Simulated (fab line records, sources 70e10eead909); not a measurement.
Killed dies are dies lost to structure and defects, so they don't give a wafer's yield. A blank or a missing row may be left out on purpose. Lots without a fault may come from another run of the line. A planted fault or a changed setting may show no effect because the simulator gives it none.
Chamber matching | flow nand_harc | NHARC_A_STAIRCASE_ETCH_444 on rie_diel-01: 4 sister chambers
The step etches the open film in C4F8/O2, target depth 10200 nm, time 3400 s. 8 wafers are shown with their chamber, then 7 later ones without.

WAFERS WITH THEIR CHAMBER
wafer  | chamber | rf_vpp_V (V) | oes_product_au (a.u.)
L080.3 | 1       | 803          | 0.996
L082.1 | 0       | 810          | 0.984
L082.5 | 0       | 811          | 0.975
L088.1 | 2       | 808          | 0.940
L088.2 | 1       | 805          | 0.947
L088.4 | 3       | 812          | 0.923
L090.1 | 2       | 810          | 0.928
L090.3 | 3       | 810          | 0.910

WAFERS WITHOUT THEIR CHAMBER
wafer  | rf_vpp_V (V) | oes_product_au (a.u.)
L090.5 | 803          | 0.940
L094.1 | 810          | 0.922
L094.3 | 804          | 0.943
L094.6 | 810          | 0.927
L095.3 | 810          | 0.910
L095.5 | 808          | 0.919
L095.6 | 804          | 0.946

WHICH CHAMBER EACH WENT THROUGH
wafer  | from the rows above          | in truth
L090.5 | 1                            | 1
L094.1 | can't be placed: 3 or 2      | 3
L094.3 | 1                            | 1
L094.6 | can't be placed: 2 or 3 or 0 | 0
L095.3 | can't be placed: 3 or 2      | 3
L095.5 | can't be placed: 2 or 3      | 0
L095.6 | 1                            | 1
Placed correctly: 3 of 7. Can't be placed from these rows: 4 (the true chamber is among the candidates in 3). Placed wrongly: 0.
How it was worked out, from the rows above alone: a wafer's distance from a chamber is the root of the sum, over the readings, of the square of ((its reading less the chamber's mean) divided by the reading's scatter). The wafer belongs to the nearest chamber; if the next one is less than 2 further off, it can't be placed. A chamber's mean is the mean of its shown wafers. The scatter: the root of (the sum of the squares of (reading less its chamber's mean) over the shown wafers, divided by (wafers less chambers)).
